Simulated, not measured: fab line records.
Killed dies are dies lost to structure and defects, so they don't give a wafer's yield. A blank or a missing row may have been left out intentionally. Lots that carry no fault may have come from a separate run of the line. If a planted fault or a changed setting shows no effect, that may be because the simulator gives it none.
Matching of chambers + flow n5-finfet + 3 sister chambers for N5_BEOL_M9_PECVD_70 on pecvd-04
The step deposits SiO2 from TEOS/O2, target thk 20 nm, time 22.7 s. 6 wafers are shown with their chamber, then 8 later ones without.

== WAFERS WITH THEIR CHAMBER ==
| wafer  | chamber | throttle-valve-pct (%) | showerhead-plenum-p-Torr (Torr) |
|--------|---------|------------------------|---------------------------------|
| L078.5 | 2       | 22.2                   | 8.82                            |
| L082.3 | 2       | 22.6                   | 8.78                            |
| L083.2 | 0       | 20.8                   | 8.72                            |
| L083.3 | 1       | 22.4                   | 8.84                            |
| L083.5 | 1       | 22.5                   | 8.84                            |
| L088.4 | 0       | 21.0                   | 8.73                            |

== WAFERS WHOSE CHAMBER IS MISSING ==
| wafer  | throttle-valve-pct (%) | showerhead-plenum-p-Torr (Torr) |
|--------|------------------------|---------------------------------|
| L088.5 | 22.3                   | 8.80                            |
| L088.6 | 22.0                   | 8.82                            |
| L089.1 | 22.6                   | 8.77                            |
| L089.3 | 20.9                   | 8.73                            |
| L089.5 | 21.9                   | 8.83                            |
| L095.2 | 22.6                   | 8.82                            |
| L095.5 | 22.5                   | 8.84                            |
| L095.6 | 22.4                   | 8.81                            |

== EACH ONE'S CHAMBER ==
| wafer  | from the rows above     | in truth |
|--------|-------------------------|----------|
| L088.5 | can't be placed: 2 or 1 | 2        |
| L088.6 | can't be placed: 2 or 1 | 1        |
| L089.1 | 2                       | 2        |
| L089.3 | 0                       | 0        |
| L089.5 | can't be placed: 1 or 2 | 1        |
| L095.2 | can't be placed: 1 or 2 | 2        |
| L095.5 | 1                       | 1        |
| L095.6 | can't be placed: 2 or 1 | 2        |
Correct placement for 3 of the 8. These rows do not allow placing 5 (true chamber among the candidates in 5). Placed wrongly: 0.
How it was worked out, from the rows above alone: a wafer's distance from a chamber is the root of the sum, over the readings, of the square of ((its reading less the chamber's mean) divided by the reading's scatter). The wafer belongs to the nearest chamber; if the next one is less than 2 further off, it can't be placed. A chamber's mean is the mean of its shown wafers. The scatter is the square root of a quotient: the sum, over the shown wafers, of each reading's squared deviation from its chamber's mean, divided by wafers minus chambers.
